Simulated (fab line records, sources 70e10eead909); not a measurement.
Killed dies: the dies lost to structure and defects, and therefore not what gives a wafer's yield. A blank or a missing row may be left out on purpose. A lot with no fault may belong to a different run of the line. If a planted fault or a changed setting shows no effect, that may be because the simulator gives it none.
Chamber matching -- flow nand_harc -- 4 sister chambers for NHARC_P_CONTACT_ALD_22 on ald_metal-03
The step deposits TiN, target thk 3 nm, pulse time 1 s, ald cycles 150. 4 wafers are shown with their chamber, then 10 later ones without.

WAFERS PAIRED WITH THEIR CHAMBERS
wafer,chamber,heater_power_w (W)
L084.4,2,1024
L088.5,3,994
L090.1,1,1158
L090.3,0,979

WAFERS WITHOUT THEIR CHAMBER
wafer,heater_power_w (W)
L090.6,1148
L091.2,1009
L091.4,1171
L091.6,995
L093.2,977
L093.3,1179
L093.4,998
L096.3,1007
L096.4,1022
L096.5,1009

WHICH CHAMBER EACH ONE RAN IN
wafer,from the rows above,in truth
L090.6,1,1
L091.2,can't be placed: 2 or 3 or 0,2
L091.4,1,1
L091.6,can't be placed: 3 or 0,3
L093.2,can't be placed: 0 or 3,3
L093.3,1,1
L093.4,can't be placed: 3 or 0 or 2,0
L096.3,can't be placed: 3 or 2 or 0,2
L096.4,2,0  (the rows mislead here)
L096.5,can't be placed: 2 or 3 or 0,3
Placed correctly: 3 of 10. Cannot be placed on the basis of these rows: 6; the candidates contain the true chamber in 6. Number placed wrongly: 1.
How it was worked out, from the rows above alone: a wafer's distance from a chamber is the root of the sum, over the readings, of the square of ((its reading less the chamber's mean) divided by the reading's scatter). If the next closest chamber is less than 2 further off than the closest, the wafer can't be placed; otherwise it belongs to the closest. A chamber's mean is the mean of its shown wafers. The scatter: root of mean squared gap, hidden wafer to nearest shown wafer, with one shown wafer a chamber.
